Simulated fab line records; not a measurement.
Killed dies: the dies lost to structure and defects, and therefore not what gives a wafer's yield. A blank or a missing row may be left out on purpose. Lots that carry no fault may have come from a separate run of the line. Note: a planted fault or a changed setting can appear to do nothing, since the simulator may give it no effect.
Which tool did it? | flow n5-finfet | 10 lots with 29 wafers sampled at 2 steps, on a route of 1938 steps

== WHAT EACH GAUGE READ, for each wafer ==
N5_BEOL_M4_RC_MEAS_101. Usual: DIBL_N 35.9 mV/V, standard deviation 1.4; DIBL_P 35.9 mV/V, standard deviation 1.7; IOFF_N 0.160 nA/um, standard deviation 0.026; IOFF_P 0.21 nA/um, standard deviation 0.036; ION_N 672 uA/um, standard deviation 11; ION_P 461 uA/um, standard deviation 8.1; SS_N 71.4 mV/dec, standard deviation 0.54; SS_P 73.2 mV/dec, standard deviation 0.67; VT_N 249.3 mV, standard deviation 2.7; VT_P -250 mV, standard deviation 3.9.
lot  | measured     | on        | DIBL_N (mV/V)  | DIBL_P (mV/V)  | IOFF_N (nA/um)    | IOFF_P (nA/um) | ION_N (uA/um) | ION_P (uA/um) | SS_N (mV/dec)  | SS_P (mV/dec)  | VT_N (mV)         | VT_P (mV)      | flag
L522 | day 8 04:54  | prober-01 | 34.3 38.8 36.5 | 33.6 39.7 35.2 | 0.129 0.233 0.155 | 0.19 0.29 0.22 | 660 687 672   | 462 468 457   | 71.6 72.8 72.1 | 72.8 74.8 73.3 | 250.5 243.2 251.0 | -248 -244 -247 |
L523 | day 9 00:26  | prober-01 | 34.8 36.4 32.5 | 34.6 37.3 32.9 | 0.127 0.172 0.114 | 0.20 0.26 0.19 | 660 683 669   | 460 474 470   | 71.4 71.5 70.7 | 71.7 73.3 72.3 | 253.8 250.2 250.5 | -248 -246 -247 |
L525 | day 9 12:25  | prober-02 | 37.0 35.1 34.3 | 38.7 36.5 35.6 | 0.187 0.160 0.139 | 0.24 0.20 0.18 | 680 680 673   | 455 468 459   | 72.2 71.6 71.5 | 74.2 73.1 73.1 | 246.1 248.8 249.6 | -249 -253 -255 |
L526 | day 9 14:31  | prober-01 | 37.4 37.1 35.0 | 35.6 36.0 33.4 | 0.178 0.178 0.136 | 0.20 0.21 0.16 | 674 686 664   | 456 458 448   | 71.8 71.6 71.7 | 73.3 73.6 72.4 | 247.8 249.2 253.0 | -255 -253 -255 |
L527 | day 9 05:35  | prober-01 | 35.8 37.2 35.4 | 37.4 38.3 36.6 | 0.168 0.183 0.158 | 0.24 0.24 0.21 | 689 681 666   | 473 463 459   | 71.4 71.7 70.7 | 73.3 73.6 73.8 | 248.0 246.9 249.3 | -249 -247 -252 |
L528 | day 9 16:41  | prober-01 | 36.4 36.4 35.4 | 34.8 35.9 34.2 | 0.153 0.160 0.147 | 0.20 0.23 0.20 | 671 677 670   | 464 474 465   | 71.4 71.3 70.6 | 73.4 73.2 72.6 | 250.6 248.7 249.6 | -250 -247 -246 |
L531 | day 10 14:10 | prober-02 | 35.7 34.4 33.6 | 35.9 34.8 33.0 | 0.157 0.137 0.122 | 0.21 0.20 0.17 | 667 666 648   | 456 463 452   | 71.3 70.3 71.2 | 73.0 73.0 71.8 | 250.1 248.8 253.3 | -247 -248 -251 |
L533 | day 11 10:02 | prober-02 | 38.3 35.8 36.1 | 39.4 36.3 36.8 | 0.204 0.158 0.169 | 0.25 0.20 0.21 | 676 686 687   | 464 466 463   | 72.0 71.6 71.7 | 73.9 72.9 72.5 | 243.8 248.7 245.5 | -250 -250 -251 |
L539 | day 12 12:24 | prober-01 | 37.8 34.7      | 38.4 34.8      | 0.207 0.137       | 0.23 0.18      | 679 658       | 458 456       | 72.8 71.4      | 73.4 72.3      | 246.9 250.4       | -248 -252      |

== EACH LOT AND THE TOOL THAT RAN IT (in order: tool; ch and the chambers of the sampled wafers; start) ==
lot  | N5_BEOL_M2_ETCH_70
L522 | rie-diel-06 ch 1,2,3, day 7 03:58
L523 | rie-diel-01 ch 0,2,3, day 8 00:38
L525 | rie-diel-06 ch 0,1,2, day 8 04:02
L526 | rie-diel-06 ch 2,3, day 8 06:50
L527 | rie-diel-01 ch 0,2,3, day 8 07:04
L528 | rie-diel-05 ch 1,2,3, day 8 15:05
L531 | rie-diel-06 ch 1,3, day 9 08:56
L533 | rie-diel-01 ch 0,1,3, day 10 05:35
L539 | rie-diel-06 ch 1,2,3, day 11 06:46
L541 | rie-diel-06 ch 0,3, day 12 11:43
- N5_BEOL_M2_ETCH_70: etches SOC in N2/H2, target depth 80 nm, overetch 24 nm, time 130 s.

== WHAT THE TOOLS THEMSELVES READ (means of the sampled wafers that have a number; where no wafer has one, the mark that the record gives instead) ==
N5_BEOL_M2_ETCH_70. Usual: drypump-motor-current-A 5.7 A, standard deviation 0.4; h2-flow-sccm 199.9 sccm, standard deviation 0.65; oes-product-au 0.56 a.u., standard deviation 0.053; rf-vpp-V 523.7 V, standard deviation 2.9; showerhead-plenum-p-Torr 2.54 Torr, standard deviation 0.099; throttle-valve-pct 17.87 %, standard deviation 0.22.
lot  | tool        | drypump-motor-current-A (A) | h2-flow-sccm (sccm) | oes-product-au (a.u.) | rf-vpp-V (V) | showerhead-plenum-p-Torr (Torr) | throttle-valve-pct (%) | flag
L522 | rie-diel-06 | 5.7                         | 200.2               | 0.55                  | 522.9        | 2.53                            | 17.93                  |
L523 | rie-diel-01 | 5.7                         | 200.0               | 0.54                  | 525.5        | 2.57                            | 17.70                  |
L525 | rie-diel-06 | 5.8                         | 199.6               | 0.54                  | 524.5        | 2.53                            | 18.01                  |
L526 | rie-diel-06 | 5.7                         | 200.3               | 0.55                  | 524.7        | 2.56                            | 17.71                  |
L527 | rie-diel-01 | 5.7                         | 199.9               | 0.54                  | 524.5        | 2.57                            | 17.71                  |
L528 | rie-diel-05 | 5.7                         | 199.4               | 0.58                  | 524.2        | 2.55                            | 17.85                  |
L531 | rie-diel-06 | 5.7                         | 200.2               | 0.56                  | 525.6        | 2.60                            | 17.88                  |
L533 | rie-diel-01 | 5.6                         | 200.6               | 0.54                  | 523.8        | 2.54                            | 17.86                  |
L539 | rie-diel-06 | 5.7                         | 199.9               | 0.58                  | 523.7        | 2.51                            | 17.82                  |
L541 | rie-diel-06 | 5.8                         | 200.4               | 0.52                  | 526.1        | 2.62                            | 17.80                  |

== THE ANSWER, worked out from the rows above alone ==
Rule: take the mean of a lot's wafers that have a number; if it is more than 3 standard deviations from the usual mean, the lot is off. Also off: a lot with no number at a reading for which 4 or more lots have one. All remaining lots with rows at the step are treated as sound. Order of review: gauges by route order, followed by the tools' own readings, for which a lot's mean as printed above is used. The first step at which some lot is off is used, and at that step the reading that is off furthest; a lot without a number counts as furthest.
None of the lots is off at any reading shown; this tells nothing.

== WHAT THE SIMULATOR HAD PUT IN ==
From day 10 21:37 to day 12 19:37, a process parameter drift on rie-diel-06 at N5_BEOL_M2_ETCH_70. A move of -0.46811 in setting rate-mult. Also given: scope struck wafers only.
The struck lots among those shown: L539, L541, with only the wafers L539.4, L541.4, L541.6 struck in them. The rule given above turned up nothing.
